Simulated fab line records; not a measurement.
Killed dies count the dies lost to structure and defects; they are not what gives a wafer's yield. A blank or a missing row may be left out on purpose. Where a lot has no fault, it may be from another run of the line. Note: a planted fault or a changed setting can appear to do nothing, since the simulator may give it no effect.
Matching of chambers | flow n5_finfet | 4 sister chambers for N5_BEOL_M6_STRIP_19 on rie_diel-01
The step strips in O2. 4 wafers are shown with their chamber, then 7 later ones without.

== WAFERS PAIRED WITH THEIR CHAMBERS ==
wafer  | chamber | drypump_motor_current_A (A)
L079.3 | 2       | 5.8
L091.3 | 1       | 5.4
L093.1 | 3       | 5.5
L093.2 | 0       | 5.5

== WAFERS WHOSE CHAMBER IS MISSING ==
wafer  | drypump_motor_current_A (A)
L093.4 | 5.4
L095.3 | 5.5
L095.5 | 5.3
L095.6 | 5.5
L096.1 | 5.3
L096.2 | 5.8
L096.4 | 5.8

== EACH ONE'S CHAMBER ==
wafer  | from the rows above          | in truth
L093.4 | can't be placed: 1 or 0 or 3 | 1
L095.3 | can't be placed: 0 or 3 or 1 | 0
L095.5 | can't be placed: 1 or 0 or 3 | 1
L095.6 | can't be placed: 0 or 3 or 1 | 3
L096.1 | can't be placed: 1 or 0 or 3 | 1
L096.2 | 2                            | 2
L096.4 | 2                            | 2
Correct placement for 2 of the 7. Can't be placed from these rows: 5 (the true chamber is among the candidates in 5). Wrongly placed: 0.
How it was worked out, from the rows above alone: a wafer's distance from a chamber is the root of the sum, over the readings, of the square of ((its reading less the chamber's mean) divided by the reading's scatter). If the next closest chamber is less than 2 further off than the closest, the wafer can't be placed; otherwise it belongs to the closest. For every chamber, the mean is computed from those of its wafers that are shown. The scatter: with one shown wafer a chamber, the root of the mean of the squares of how far each hidden wafer lies from its nearest shown one.
